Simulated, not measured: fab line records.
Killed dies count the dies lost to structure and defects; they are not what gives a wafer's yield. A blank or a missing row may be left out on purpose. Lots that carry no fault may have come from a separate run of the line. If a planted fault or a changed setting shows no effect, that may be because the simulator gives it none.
fab line records	flow n5-finfet
record: lots: 24	wafers: 72	last-day: 17
route steps=1938 shown BEOL_M9@1424 BEOL_M10@1491
lots that met no fault: taken from a fault-free run of the same line
start-h: hours from the record's opening day to when the first of the lot's shown wafers began	wait-h: hours from the lot's prior step to this one	" as in the row above	L1.1+2: a row that stands for several wafers	- no value present, or no start provided	* or withheld: withheld	< > ~ a bound
route shown NAME@n: names a module that has steps shown in the file, with the first one's number in the route	usual: average and standard deviation across the fault-free wafers	same: alike in all rows	chamber/n: place in a boat	sites: readings site by site	_std_site: the values' standard deviation	_edge_site: the outer-site mean with the inner-site mean subtracted	radius-mm: how far each site lies from the wafer's centre	mask NAME#n: copy n	behind: tool/chamber where the wafer was last shaped	hold: cause of the lot's hold/its duration in hours/its outcome	device: which transistor (n, p or np) failed to switch	end of line: the route-end tests of the same wafers	a step given without rows: its recipe and nothing more	killed: the dies lost at the first sort to structure and to defects; this is not the yield of the wafer	map: shows each die of a wafer: x if killed, . if not, _ if none is there
set.NAME: the run value of the setting; set.NAME@STEP: its run value at that earlier step	model.NAME: the simulator's own value behind a step, which no gauge read
one table for each step of the route and one row for each wafer, over a sample of lots
services: from which hour (start-h, from the record's first day; less than 0 if before it) a tool's chamber was out of use, for how many hours, and why
== steps ==
step: N5_BEOL_M9_CD_MEAS_18
recipe: pitch-nm: 140	target-cd-nm: 70
usual: cd-nm: 69.9/0.8
lot.wafer	tool	chamber	start-h	wait-h	cd-nm
L074.3	cd-sem-01	-	199.29	0.1	70.4
L074.4	"	-	"	"	70.0
L074.5	"	-	"	"	70.2
L075.2	cd-sem-02	-	206.46	0.1	69.9
L075.4	"	-	"	"	68.9
L075.6	"	-	"	"	69.3
L077.1	cd-sem-03	-	212.44	0.0	70.1
L077.2	"	-	"	"	70.9
L077.5	"	-	"	"	70.7
L078.1	cd-sem-01	-	217.85	0.0	69.4
L078.2	"	-	"	"	70.7
L078.6	"	-	"	"	68.3
L076.2	cd-sem-01	-	220.81	0.1	71.4
L076.5	"	-	"	"	71.0
L076.6	"	-	"	"	70.0
L080.1	cd-sem-01	-	226.23	0.0	69.4
L080.3	"	-	"	"	68.9
L080.5	"	-	"	"	69.5
L079.1	cd-sem-03	-	235.10	0.0	70.7
L079.4	"	-	"	"	70.1
L079.5	"	-	"	"	71.0
L082.1	cd-sem-02	-	255.05	0.0	70.5
L082.2	"	-	"	"	69.4
L082.6	"	-	"	"	69.7
L081.2	cd-sem-02	-	255.70	0.1	69.9
L081.4	"	-	"	"	69.2
L081.6	"	-	"	"	69.8
L083.3	cd-sem-01	-	258.94	0.1	68.1
L083.5	"	-	"	"	69.8
L083.6	"	-	"	"	69.9
L084.2	cd-sem-02	-	267.58	0.1	70.0
L084.3	"	-	"	"	70.7
L084.6	"	-	"	"	70.5
L085.1	cd-sem-02	-	270.74	0.0	69.5
L085.3	"	-	"	"	69.2
L085.6	"	-	"	"	69.1
L086.1	cd-sem-02	-	273.56	0.0	70.7
L086.2	"	-	"	"	71.1
L086.5	"	-	"	"	70.3
L087.1	cd-sem-01	-	283.53	0.0	69.7
L087.4	"	-	"	"	71.0
L087.6	"	-	"	"	70.7
L089.2	cd-sem-02	-	286.02	0.1	69.1
L089.5	"	-	"	"	68.8
L089.6	"	-	"	"	70.9
L088.1	cd-sem-02	-	293.45	0.0	69.2
L088.3	"	-	"	"	70.7
L088.6	"	-	"	"	69.8
L090.2	cd-sem-02	-	303.51	0.1	69.7
L090.5	"	-	"	"	69.7
L090.6	"	-	"	"	71.4
L091.4	cd-sem-02	-	303.83	0.1	69.4
L091.5	"	-	"	"	70.5
L091.6	"	-	"	"	69.3
L093.3	cd-sem-01	-	322.25	0.1	69.5
L093.5	"	-	"	"	71.0
L093.6	"	-	"	"	70.6
L092.2	cd-sem-01	-	322.38	0.1	71.2
L092.3	"	-	"	"	69.9
L092.5	"	-	"	"	70.5
L094.1	cd-sem-01	-	325.86	0.0	67.8
L094.3	"	-	"	"	68.9
L094.5	"	-	"	"	68.8
L095.3	cd-sem-03	-	341.70	0.1	70.1
L095.4	"	-	"	"	70.2
L095.5	"	-	"	"	70.4
L097.1	cd-sem-01	-	344.81	0.0	71.3
L097.2	"	-	"	"	69.7
L097.6	"	-	"	"	70.1
L096.3	cd-sem-02	-	344.92	0.1	69.1
L096.5	"	-	"	"	69.9
L096.6	"	-	"	"	68.7
step: N5_BEOL_M9_TRENCH_ETCH_37
recipe: chemistry: C4F6/O2	target-depth-a: 1514.3	target: SiCOH_lowk	time-s: 49	ion-energy-ev: 250	pressure-mtorr: 30	source-w: 345	bias-w: 185	Ar_flow_sccm: 300	C4F6_flow_sccm: 10	O2_flow_sccm: 10
usual: chamber-pressure-mTorr: 29.999/0.026	drypump-motor-current-A: 5.93/0.27	mfc-ar-sccm: 300.2/1	oes_o_777_au: 0.79/0.07	oes-product-au: 0.77/0.076	rf-vpp-V: 660/25	showerhead-plenum-p-Torr: 2.85/0.074	throttle-valve-pct: 20.86/0.23
same: time-s: 49
lot.wafer	tool	chamber	start-h	wait-h	chamber-pressure-mTorr	drypump-motor-current-A	mfc-ar-sccm	oes_o_777_au	oes-product-au	rf-hours-counter-h	rf-vpp-V	showerhead-plenum-p-Torr	throttle-valve-pct
L074.3	rie-diel-06	1	-	-	30.010	6.47	301.1	0.82	0.85	60	694	2.92	20.77
L074.4	"	0	"	"	30.012	5.81	300.5	0.78	0.72	178	668	2.93	20.88
L074.5	"	2	"	"	30.030	6.01	301.9	0.75	0.71	-	657	2.78	20.79
L075.2	rie-diel-06	0	-	-	30.005	5.78	299.9	0.78	0.71	181	667	2.93	20.90
L075.4	"	2	"	"	29.993	6.03	299.7	0.75	0.71	206	656	2.78	20.80
L075.6	"	2	"	"	29.963	6.04	299.8	0.75	0.71	-	656	2.78	20.79
L077.1	rie-diel-02	1	-	-	29.989	5.98	299.8	0.80	0.82	74	684	2.99	20.69
L077.2	"	2	"	"	29.995	5.95	301.0	0.79	0.73	178	637	2.86	20.81
L077.5	"	2	"	"	30.008	5.95	299.7	0.80	0.73	-	637	2.86	20.82
L078.1	rie-diel-06	1	-	-	29.992	6.48	300.9	0.82	0.84	66	694	2.92	20.78
L078.2	"	0	"	"	29.993	5.78	300.2	0.78	0.71	184	667	2.93	20.90
L078.6	"	3	"	"	29.977	5.76	298.3	0.68	0.68	-	654	2.83	21.30
L076.2	rie-diel-03	3	-	-	30.003	5.85	301.0	0.72	0.69	237	676	2.88	20.64
L076.5	"	0	"	"	30.027	5.77	300.6	0.75	0.75	-	666	2.73	21.03
L076.6	"	3	"	"	30.037	5.83	302.3	0.73	0.70	-	675	2.88	20.66
L080.1	rie-diel-02	1	-	-	30.012	5.96	301.5	0.80	0.82	78	684	2.99	20.68
L080.3	"	0	"	"	29.990	5.49	299.6	0.84	0.87	33	684	2.78	20.69
L080.5	"	2	"	"	30.017	5.99	299.7	0.79	0.73	-	637	2.86	20.82
L079.1	rie-diel-06	2	-	-	29.979	6.04	301.5	0.74	0.71	215	657	2.77	20.80
L079.4	"	3	"	"	30.003	5.78	300.2	0.67	0.68	231	653	2.83	21.32
L079.5	"	1	"	"	30.000	6.48	300.2	0.82	0.83	-	693	2.91	20.79
L082.1	rie-diel-02	1	-	-	29.988	5.98	301.5	0.79	0.82	87	685	2.99	20.72
L082.2	"	3	"	"	30.022	6.14	300.0	0.91	0.88	33	618	2.80	20.75
L082.6	"	1	"	"	30.033	5.97	300.5	0.79	0.81	-	684	2.99	20.70
L081.2	rie-diel-02	2	-	-	30.037	5.96	298.6	0.79	0.72	191	638	2.85	20.82
L081.4	"	3	"	"	29.954	6.15	301.3	0.92	0.87	34	619	2.80	20.74
L081.6	"	2	"	"	29.965	5.99	298.4	0.78	0.72	-	639	2.85	20.84
L083.3	rie-diel-06	1	-	-	30.012	6.48	300.6	0.81	0.83	78	694	2.91	20.80
L083.5	"	1	"	"	30.012	6.51	300.4	0.81	0.83	-	695	2.91	20.80
L083.6	"	0	"	"	29.978	5.78	299.6	0.77	0.72	-	666	2.92	20.92
L084.2	rie-diel-02	1	-	-	30.006	5.99	298.6	0.79	0.80	91	685	2.98	20.70
L084.3	"	3	"	"	29.969	6.14	300.8	0.90	0.86	38	621	2.80	20.74
L084.6	"	1	"	"	30.007	5.97	299.5	0.79	0.82	-	685	2.98	20.71
L085.1	rie-diel-02	3	-	-	29.989	6.14	300.9	0.90	0.85	39	619	2.80	20.75
L085.3	"	1	"	"	30.004	5.97	300.2	0.79	0.80	92	684	2.98	20.73
L085.6	"	3	"	"	29.999	6.15	300.1	0.90	0.85	-	619	2.80	20.74
L086.1	rie-diel-02	2	-	-	30.015	5.95	301.2	0.78	0.73	197	637	2.85	20.85
L086.2	"	1	"	"	30.017	5.98	301.5	0.79	0.81	93	686	2.98	20.70
L086.5	"	1	"	"	30.006	5.98	301.1	0.78	0.81	-	686	2.98	20.73
L087.1	rie-diel-03	0	-	-	29.995	5.74	298.8	0.75	0.74	194	666	2.72	21.05
L087.4	"	0	"	"	30.009	5.76	300.7	0.74	0.74	-	667	2.72	21.08
L087.6	"	2	"	"	29.987	6.06	300.9	0.80	0.77	-	614	2.87	21.01
L089.2	rie-diel-03	3	-	-	29.959	5.82	299.4	0.99	0.96	1	644	2.88	20.22
L089.5	"	2	"	"	29.981	6.03	299.9	0.79	0.77	-	617	2.87	21.00
L089.6	"	1	"	"	30.036	5.50	300.3	0.66	0.67	-	690	2.82	21.38
L088.1	rie-diel-06	1	-	-	30.018	6.50	298.6	0.79	0.80	88	693	2.91	20.81
L088.3	"	3	"	"	30.026	5.80	300.0	0.67	0.66	249	652	2.82	21.34
L088.6	"	1	"	"	30.017	6.49	299.4	0.80	0.80	-	694	2.91	20.82
L090.2	rie-diel-03	3	-	-	30.003	5.82	297.8	0.96	0.94	5	646	2.88	20.23
L090.5	"	3	"	"	29.997	5.81	298.3	0.97	0.93	-	644	2.88	20.22
L090.6	"	2	"	"	29.940	6.03	301.4	0.79	0.77	-	614	2.87	21.00
L091.4	rie-diel-02	1	-	-	30.006	5.98	300.5	0.77	0.80	102	687	2.98	20.71
L091.5	"	2	"	"	29.996	5.98	299.6	0.77	0.71	-	638	2.85	20.86
L091.6	"	1	"	"	29.967	5.98	300.6	0.78	0.80	-	684	2.98	20.73
L092.2	rie-diel-06	1	-	-	30.014	6.48	300.6	0.78	0.80	98	692	2.90	20.83
L092.3	"	2	"	"	29.989	6.08	301.9	0.72	0.69	241	656	2.76	20.85
L092.5	"	1	"	"	30.022	6.50	299.7	0.78	0.80	-	693	2.90	20.83
L093.3	rie-diel-06	2	-	-	29.997	6.03	300.4	0.72	0.68	242	657	2.76	20.83
L093.5	"	1	"	"	30.053	6.50	301.3	0.79	0.80	-	693	2.90	20.82
L093.6	"	0	"	"	30.034	5.81	300.6	0.75	0.69	-	665	2.91	20.95
L094.1	rie-diel-03	3	-	-	29.979	5.83	301.7	0.94	0.92	11	646	2.87	20.26
L094.3	"	0	"	"	30.024	5.73	299.9	0.73	0.73	207	667	2.72	21.07
L094.5	"	3	"	"	30.010	5.82	300.0	0.94	0.92	-	644	2.87	20.24
L095.3	rie-diel-03	0	-	-	30.014	5.74	299.9	0.73	0.73	213	666	2.71	21.10
L095.4	"	0	"	"	29.993	5.76	300.5	0.73	0.73	-	667	2.71	21.09
L095.5	"	2	"	"	29.950	6.04	300.4	0.78	0.76	-	615	2.86	21.01
L097.1	rie-diel-06	3	-	-	29.997	5.78	300.4	0.92	0.95	6	653	2.82	21.01
L097.2	"	0	"	"	29.962	5.83	300.6	0.74	0.69	224	666	2.91	20.95
L097.6	"	3	"	"	29.977	5.80	300.0	0.93	0.95	-	654	2.82	21.01
L096.3	rie-diel-02	1	-	-	29.994	5.99	300.5	0.76	0.79	115	686	2.97	20.75
L096.5	"	0	"	"	29.966	5.50	299.4	0.79	0.83	-	682	2.76	20.74
L096.6	"	3	"	"	29.988	6.15	302.1	0.87	0.83	-	619	2.79	20.79
step: N5_BEOL_M9_CURE_72
recipe: temp-c: 370	time-s: 120	ambient: DMADMS/He	material: SiCOH_lowk
usual: lamp-power-pct: 52.32/0.051	wafer_temp_C_max: 371.8/0.75
same: time-s: 120
lot.wafer	tool	chamber	start-h	wait-h	lamp-power-pct	wafer_temp_C_max
L074.3	uv-cure-01	2	201.48	0.1	52.32	372.4
L074.4	"	2	"	"	52.27	372.3
L074.5	"	2	"	"	52.39	372.2
L075.2	uv-cure-03	1	207.76	0.1	52.39	371.2
L075.4	"	1	"	"	52.32	371.2
L075.6	"	1	"	"	52.39	371.0
L077.1	uv-cure-03	2	214.19	0.2	52.42	371.8
L077.2	"	2	"	"	52.20	370.8
L077.5	"	2	"	"	52.38	371.3
L078.1	uv-cure-02	2	220.27	0.0	52.27	371.7
L078.2	"	2	"	"	52.29	372.4
L078.6	"	2	"	"	52.26	371.7
L076.2	uv-cure-02	2	222.59	0.1	52.32	371.8
L076.5	"	2	"	"	52.27	371.5
L076.6	"	2	"	"	52.34	371.0
L080.1	uv-cure-03	2	230.05	0.0	52.34	371.1
L080.3	"	2	"	"	52.29	371.4
L080.5	"	2	"	"	52.28	370.8
L079.1	uv-cure-01	0	238.28	0.0	52.27	371.2
L079.4	"	0	"	"	52.31	371.8
L079.5	"	0	"	"	52.25	371.3
L082.1	uv-cure-01	1	256.26	0.0	52.38	372.9
L082.2	"	1	"	"	52.30	372.5
L082.6	"	1	"	"	52.32	372.7
L081.2	uv-cure-02	2	257.19	0.1	52.24	372.2
L081.4	"	2	"	"	52.30	371.7
L081.6	"	2	"	"	52.36	372.0
L083.3	uv-cure-03	0	260.68	0.1	52.30	371.2
L083.5	"	0	"	"	52.37	371.1
L083.6	"	0	"	"	52.28	370.8
L084.2	uv-cure-02	1	269.28	0.1	52.42	371.0
L084.3	"	1	"	"	52.35	371.0
L084.6	"	1	"	"	52.33	371.1
L085.1	uv-cure-01	2	273.27	0.3	52.34	372.9
L085.3	"	2	"	"	52.35	372.2
L085.6	"	2	"	"	52.34	372.1
L086.1	uv-cure-02	0	275.20	0.0	52.27	371.3
L086.2	"	0	"	"	52.28	371.7
L086.5	"	0	"	"	52.43	371.9
L087.1	uv-cure-01	1	284.61	0.0	52.28	373.2
L087.4	"	1	"	"	52.35	373.9
L087.6	"	1	"	"	52.38	372.8
L089.2	uv-cure-01	2	288.32	0.1	52.22	371.9
L089.5	"	2	"	"	52.35	373.4
L089.6	"	2	"	"	52.35	371.2
L088.1	uv-cure-01	1	296.57	0.0	52.28	372.5
L088.3	"	1	"	"	52.30	371.9
L088.6	"	1	"	"	52.24	373.9
L090.2	uv-cure-02	0	304.75	0.1	52.33	371.2
L090.5	"	0	"	"	52.30	371.2
L090.6	"	0	"	"	52.30	371.4
L091.4	uv-cure-03	0	305.65	0.2	52.35	371.3
L091.5	"	0	"	"	52.29	371.0
L091.6	"	0	"	"	52.30	371.3
L092.2	uv-cure-01	0	324.01	0.1	52.29	371.3
L092.3	"	0	"	"	52.45	371.9
L092.5	"	0	"	"	52.23	371.4
L093.3	uv-cure-03	2	324.85	0.1	52.32	371.2
L093.5	"	2	"	"	52.37	370.5
L093.6	"	2	"	"	52.26	371.2
L094.1	uv-cure-03	0	327.13	0.0	52.30	370.7
L094.3	"	0	"	"	52.31	371.4
L094.5	"	0	"	"	52.27	370.9
L095.3	uv-cure-01	1	344.03	0.1	52.24	373.3
L095.4	"	1	"	"	52.32	371.9
L095.5	"	1	"	"	52.38	372.0
L097.1	uv-cure-03	1	345.93	0.0	52.39	371.8
L097.2	"	1	"	"	52.34	371.8
L097.6	"	1	"	"	52.26	371.3
L096.3	uv-cure-01	1	346.20	0.2	52.36	372.1
L096.5	"	1	"	"	52.34	373.0
L096.6	"	1	"	"	52.27	372.8
step: N5_BEOL_M9_ALD_74
recipe: material: TaN	target-thk-a: 20	temp-c: 275	ald-precursor-family: PDMAT	ald-co-reactant: NH3	pressure-torr: 3	carrier-flow-sccm: 1500	pulse-time-s: 2	purge-time-s: 3	co-reactant-purge-time-s: 2	co-reactant-pulse-time-s: 3	ald-cycles: 40	precursor-vessel-temp-c: 75	precursor-vessel-pressure-torr: 26.25	precursor-vessel-carrier-sccm: 1000
usual: heater-power-w: 430/27	precursor-vessel-pressure-torr: 26.25/0.051
same: purge-time-s: 3
lot.wafer	tool	chamber	start-h	wait-h	heater-power-w	precursor-vessel-pressure-torr
L074.3	ald-metal-04	1	201.87	0.0	457	26.30
L074.4	"	2	"	"	434	26.18
L074.5	"	0	"	"	401	26.24
L075.2	ald-metal-04	3	208.57	0.0	449	26.33
L075.4	"	1	"	"	446	26.25
L075.6	"	1	"	"	441	26.25
L077.1	ald-metal-03	3	214.61	0.0	479	26.22
L077.2	"	2	"	"	387	26.27
L077.5	"	0	"	"	462	26.32
L078.1	ald-metal-04	0	221.11	0.1	405	26.24
L078.2	"	3	"	"	443	26.21
L078.6	"	3	"	"	432	26.24
L076.2	ald-metal-04	2	223.02	0.0	446	26.21
L076.5	"	3	"	"	460	26.31
L076.6	"	2	"	"	449	26.24
L080.1	ald-metal-03	2	230.63	0.0	381	26.25
L080.3	"	0	"	"	459	26.28
L080.5	"	2	"	"	389	26.27
L079.1	ald-metal-03	2	239.03	0.1	389	26.36
L079.4	"	0	"	"	484	26.26
L079.5	"	1	"	"	400	26.26
L082.1	ald-metal-04	0	257.10	0.0	405	26.16
L082.2	"	3	"	"	448	26.23
L082.6	"	1	"	"	448	26.33
L081.2	ald-metal-02	0	257.84	0.0	414	26.17
L081.4	"	1	"	"	438	26.31
L081.6	"	1	"	"	428	26.30
L083.3	ald-metal-04	0	261.38	0.0	402	26.26
L083.5	"	3	"	"	449	26.23
L083.6	"	0	"	"	399	26.26
L084.2	ald-metal-04	3	269.76	0.0	439	26.25
L084.3	"	1	"	"	431	26.31
L084.6	"	2	"	"	449	26.26
L085.1	ald-metal-02	3	273.74	0.0	403	26.33
L085.3	"	1	"	"	425	26.23
L085.6	"	0	"	"	410	26.28
L086.1	ald-metal-02	1	276.02	0.0	441	26.35
L086.2	"	0	"	"	412	26.27
L086.5	"	3	"	"	420	26.15
L087.1	ald-metal-02	1	285.13	0.0	435	26.28
L087.4	"	3	"	"	405	26.27
L087.6	"	1	"	"	438	26.26
L089.2	ald-metal-03	1	288.79	0.1	385	26.22
L089.5	"	2	"	"	379	26.24
L089.6	"	1	"	"	389	26.22
L088.1	ald-metal-04	3	297.11	0.1	444	26.14
L088.3	"	2	"	"	447	26.16
L088.6	"	2	"	"	449	26.17
L090.2	ald-metal-04	3	305.83	0.0	450	26.26
L090.5	"	1	"	"	446	26.29
L090.6	"	0	"	"	398	26.26
L091.4	ald-metal-02	1	306.29	0.0	429	26.27
L091.5	"	0	"	"	412	26.22
L091.6	"	1	"	"	424	26.26
L092.2	ald-metal-04	3	324.57	0.0	428	26.24
L092.3	"	1	"	"	430	26.30
L092.5	"	1	"	"	439	26.28
L093.3	ald-metal-04	3	325.27	0.0	448	26.22
L093.5	"	1	"	"	437	26.26
L093.6	"	2	"	"	448	26.20
L094.1	ald-metal-03	1	327.62	0.0	393	26.20
L094.3	"	2	"	"	380	26.17
L094.5	"	3	"	"	491	26.30
L095.3	ald-metal-03	1	344.38	0.1	403	26.30
L095.4	"	0	"	"	473	26.31
L095.5	"	2	"	"	385	26.30
L097.1	ald-metal-02	0	348.64	0.2	422	26.19
L097.2	"	2	"	"	442	26.18
L097.6	"	3	"	"	411	26.15
L096.3	ald-metal-02	1	348.90	0.3	428	26.22
L096.5	"	2	"	"	435	26.14
L096.6	"	3	"	"	409	26.28
step: N5_BEOL_M9_SURFACE_TREAT_79
recipe: gas: Ar	time-s: *	ion-energy-ev: *	ion-current-ma-cm2: 0.5	pressure-mtorr: *	ar-flow-sccm: 30
usual: throttle-valve-pct: *
same: time-s: *
lot.wafer	tool	chamber	start-h	wait-h	throttle-valve-pct
L074.3	pvd-sputter-03	-	202.17	0.2	*
L074.4	"	-	"	"	*
L074.5	"	-	"	"	*
L075.2	pvd-sputter-03	-	208.89	0.2	*
L075.4	"	-	"	"	*
L075.6	"	-	"	"	*
L077.1	pvd-sputter-03	-	214.99	0.2	*
L077.2	"	-	"	"	*
L077.5	"	-	"	"	*
L078.1	pvd-sputter-01	-	221.57	0.3	*
L078.2	"	-	"	"	*
L078.6	"	-	"	"	*
L076.2	pvd-sputter-02	-	223.41	0.3	*
L076.5	"	-	"	"	*
L076.6	"	-	"	"	*
L080.1	pvd-sputter-03	-	230.91	0.2	*
L080.3	"	-	"	"	*
L080.5	"	-	"	"	*
L079.1	pvd-sputter-03	-	239.37	0.2	*
L079.4	"	-	"	"	*
L079.5	"	-	"	"	*
L082.1	pvd-sputter-01	-	257.42	0.2	*
L082.2	"	-	"	"	*
L082.6	"	-	"	"	*
L081.2	pvd-sputter-02	-	258.43	0.5	*
L081.4	"	-	"	"	*
L081.6	"	-	"	"	*
L083.3	pvd-sputter-03	-	261.90	0.4	*
L083.5	"	-	"	"	*
L083.6	"	-	"	"	*
L084.2	pvd-sputter-02	-	270.05	0.2	*
L084.3	"	-	"	"	*
L084.6	"	-	"	"	*
L085.1	pvd-sputter-03	-	274.28	0.4	*
L085.3	"	-	"	"	*
L085.6	"	-	"	"	*
L086.1	pvd-sputter-03	-	276.32	0.2	*
L086.2	"	-	"	"	*
L086.5	"	-	"	"	*
L087.1	pvd-sputter-03	-	285.52	0.3	*
L087.4	"	-	"	"	*
L087.6	"	-	"	"	*
L089.2	pvd-sputter-02	-	289.08	0.2	*
L089.5	"	-	"	"	*
L089.6	"	-	"	"	*
L088.1	pvd-sputter-02	-	298.29	1.1	*
L088.3	"	-	"	"	*
L088.6	"	-	"	"	*
L090.2	pvd-sputter-01	-	306.14	0.2	*
L090.5	"	-	"	"	*
L090.6	"	-	"	"	*
L091.4	pvd-sputter-01	-	306.58	0.2	*
L091.5	"	-	"	"	*
L091.6	"	-	"	"	*
L092.2	pvd-sputter-02	-	324.85	0.2	*
L092.3	"	-	"	"	*
L092.5	"	-	"	"	*
L093.3	pvd-sputter-02	-	326.00	0.6	*
L093.5	"	-	"	"	*
L093.6	"	-	"	"	*
L094.1	pvd-sputter-01	-	327.91	0.2	*
L094.3	"	-	"	"	*
L094.5	"	-	"	"	*
L095.3	pvd-sputter-01	-	344.89	0.4	*
L095.4	"	-	"	"	*
L095.5	"	-	"	"	*
L097.1	pvd-sputter-02	-	348.99	0.2	*
L097.2	"	-	"	"	*
L097.6	"	-	"	"	*
L096.3	pvd-sputter-02	-	349.33	0.3	*
L096.5	"	-	"	"	*
L096.6	"	-	"	"	*
step: N5_BEOL_M10_HM_OPEN_17
recipe: chemistry: Cl2/BCl3	target-depth-a: 200	overetch-a: 60	target: TiN	mask-material: SOC	ion-energy-ev: 150	pressure-mtorr: 10	icp-w: 1000	bias-w: 126	Cl2_flow_sccm: 53.25	bcl3-flow-sccm: 21.75	Ar_flow_sccm: 25
usual: chamber-pressure-mTorr: 9.999/0.01	drypump-motor-current-A: 5.5/0.38	mfc-ar-sccm: 25.01/0.075	oes-product-au: 0.67/0.047	throttle-valve-pct: 22.07/0.14
lot.wafer	tool	chamber	start-h	wait-h	chamber-pressure-mTorr	drypump-motor-current-A	mfc-ar-sccm	oes-product-au	rf-hours-counter-h	throttle-valve-pct
L074.3	rie-metal-02	0	205.97	0.1	9.999	6.2	24.82	0.62	-	22.31
L074.4	"	1	"	"	10.001	5.1	25.20	0.65	-	21.96
L074.5	"	1	"	"	10.009	5.1	25.03	0.65	-	21.95
L075.2	rie-metal-03	0	212.12	0.0	9.999	5.2	25.06	0.74	14	22.09
L075.4	"	1	"	"	10.006	5.7	25.02	0.65	-	22.18
L075.6	"	0	"	"	10.022	5.2	24.97	0.73	-	22.08
L077.1	rie-metal-03	0	221.32	0.0	9.995	5.2	25.05	0.72	15	22.10
L077.2	"	1	"	"	9.996	5.7	24.99	0.64	43	22.17
L077.5	"	1	"	"	9.991	5.7	25.00	0.64	-	22.18
L078.1	rie-metal-03	0	226.03	0.0	10.005	5.2	25.02	0.71	15	22.11
L078.2	"	1	"	"	9.995	5.7	24.91	0.64	43	22.17
L078.6	"	1	"	"	10.000	5.7	24.99	0.64	-	22.18
L076.2	rie-metal-02	0	228.80	0.0	9.987	6.2	24.98	0.62	66	22.31
L076.5	"	0	"	"	10.008	6.2	25.08	0.62	-	22.32
L076.6	"	1	"	"	10.010	5.1	25.05	0.63	-	21.98
L080.1	rie-metal-03	0	235.27	0.0	10.002	5.2	25.09	0.72	16	22.10
L080.3	"	0	"	"	9.997	5.2	24.96	0.73	-	22.09
L080.5	"	0	"	"	9.996	5.2	25.01	0.74	-	22.11
L079.1	rie-metal-02	1	243.54	0.0	9.988	5.1	24.96	0.64	52	21.97
L079.4	"	1	"	"	9.991	5.2	24.99	0.65	-	21.96
L079.5	"	0	"	"	9.986	6.2	24.99	0.62	-	22.32
L082.1	rie-metal-01	0	262.15	0.0	10.012	5.9	25.08	0.66	45	21.90
L082.2	"	1	"	"	10.006	5.2	24.95	0.75	10	21.96
L082.6	"	0	"	"	9.983	5.9	25.14	0.66	-	21.90
L081.2	rie-metal-01	0	263.88	0.0	10.007	5.9	25.01	0.66	46	21.90
L081.4	"	0	"	"	9.989	5.9	24.97	0.65	-	21.92
L081.6	"	1	"	"	9.989	5.2	24.95	0.75	-	21.96
L083.3	rie-metal-03	1	267.12	0.1	9.998	5.7	24.98	0.64	-	22.16
L083.5	"	1	"	"	10.010	5.7	25.03	0.64	-	22.16
L083.6	"	0	"	"	10.009	5.2	24.97	0.72	-	22.12
L084.2	rie-metal-01	0	273.80	0.0	9.992	5.9	24.97	0.66	47	21.88
L084.3	"	0	"	"	9.992	5.9	25.09	0.66	-	21.90
L084.6	"	0	"	"	9.989	5.9	25.00	0.65	-	21.89
L085.1	rie-metal-01	1	279.87	0.0	9.990	5.2	24.94	0.75	13	21.95
L085.3	"	0	"	"	9.995	5.9	25.02	0.66	-	21.89
L085.6	"	0	"	"	10.009	5.9	24.94	0.66	-	21.89
L086.1	rie-metal-01	1	280.48	0.0	10.010	5.2	24.96	0.73	13	21.98
L086.2	"	0	"	"	9.994	5.9	24.98	0.66	48	21.90
L086.5	"	0	"	"	9.980	5.9	25.06	0.65	-	21.90
L087.1	rie-metal-01	0	289.82	0.0	9.998	5.9	25.09	0.65	49	21.89
L087.4	"	0	"	"	10.010	5.9	24.97	0.65	-	21.94
L087.6	"	1	"	"	10.010	5.2	25.11	0.73	-	21.97
L089.2	rie-metal-03	0	294.38	0.0	10.011	5.2	24.82	0.71	19	22.12
L089.5	"	0	"	"	10.004	5.2	25.02	0.72	-	22.11
L089.6	"	1	"	"	10.009	5.7	25.09	0.63	-	22.18
L088.1	rie-metal-03	1	302.82	0.0	10.009	5.7	24.91	0.64	48	22.16
L088.3	"	1	"	"	10.016	5.7	25.01	0.63	-	22.17
L088.6	"	0	"	"	10.013	5.2	25.02	0.72	-	22.11
L090.2	rie-metal-02	1	310.91	0.0	10.014	5.2	25.07	0.62	59	21.99
L090.5	"	0	"	"	10.005	6.2	24.98	0.61	-	22.33
L090.6	"	1	"	"	9.986	5.1	24.92	0.62	-	21.99
L091.4	rie-metal-01	1	311.03	0.1	10.001	5.1	25.05	0.73	-	21.97
L091.5	"	0	"	"	9.976	5.9	25.10	0.65	-	21.92
L091.6	"	1	"	"	9.996	5.1	25.12	0.73	-	21.96
L092.2	rie-metal-01	1	328.02	0.0	9.993	5.2	25.01	0.72	16	21.98
L092.3	"	1	"	"	10.014	5.1	24.96	0.73	-	21.97
L092.5	"	0	"	"	10.011	5.9	25.00	0.64	-	21.91
L093.3	rie-metal-01	1	331.44	0.1	9.994	5.2	25.17	0.72	-	21.98
L093.5	"	1	"	"	9.973	5.2	24.96	0.72	-	21.97
L093.6	"	0	"	"	9.996	5.9	25.01	0.66	-	21.88
L094.1	rie-metal-03	0	332.60	0.0	10.003	5.2	24.88	0.70	23	22.11
L094.3	"	0	"	"	10.006	5.2	24.77	0.71	-	22.13
L094.5	"	1	"	"	10.008	5.7	25.01	0.62	-	22.19
L095.3	rie-metal-02	0	349.90	0.1	10.008	6.2	25.13	0.60	-	22.33
L095.4	"	1	"	"	10.018	5.2	25.04	0.62	-	21.99
L095.5	"	0	"	"	9.994	6.2	25.04	0.60	-	22.35
L097.1	rie-metal-03	0	351.85	0.0	9.993	5.3	24.98	0.69	24	22.13
L097.2	"	1	"	"	9.989	5.7	25.03	0.63	52	22.16
L097.6	"	1	"	"	10.002	5.7	25.07	0.62	-	22.21
L096.3	rie-metal-02	0	353.88	0.1	9.976	6.2	24.92	0.60	-	22.34
L096.5	"	0	"	"	10.010	6.2	25.03	0.60	-	22.36
L096.6	"	1	"	"	10.018	5.2	25.07	0.62	-	21.98
== services ==
tool	chamber	start-h	hours	kind
pvd-sputter-02	-	177.09	4.0	repair
ald-metal-04	-	181.96	0.7	repair
ald-metal-02	0	184.69	15.6	repair
rie-metal-02	0	186.25	6.2	repair
uv-cure-03	-	190.66	8.8	repair
uv-cure-02	-	209.39	2.8	pm
uv-cure-01	-	211.51	7.5	pm
rie-diel-03	-	220.73	0.9	repair
rie-diel-02	3	229.20	1.3	repair
uv-cure-02	-	236.62	2.6	repair
rie-diel-03	0	237.94	16.9	repair
uv-cure-03	-	240.20	2.1	pm
rie-metal-01	-	242.11	2.8	pm
rie-metal-03	-	244.88	15.6	pm
uv-cure-01	-	245.37	5.4	repair
rie-metal-02	-	268.80	1.4	pm
uv-cure-03	-	270.87	6.0	pm
rie-metal-03	-	275.15	2.8	pm
ald-metal-04	3	287.21	2.9	repair
uv-cure-01	-	294.39	2.1	pm
uv-cure-02	-	310.58	0.2	repair
ald-metal-04	-	337.25	14.0	pm
rie-metal-01	0	341.88	13.9	repair
rie-diel-02	2	343.65	3.2	repair
== key ==
fault none
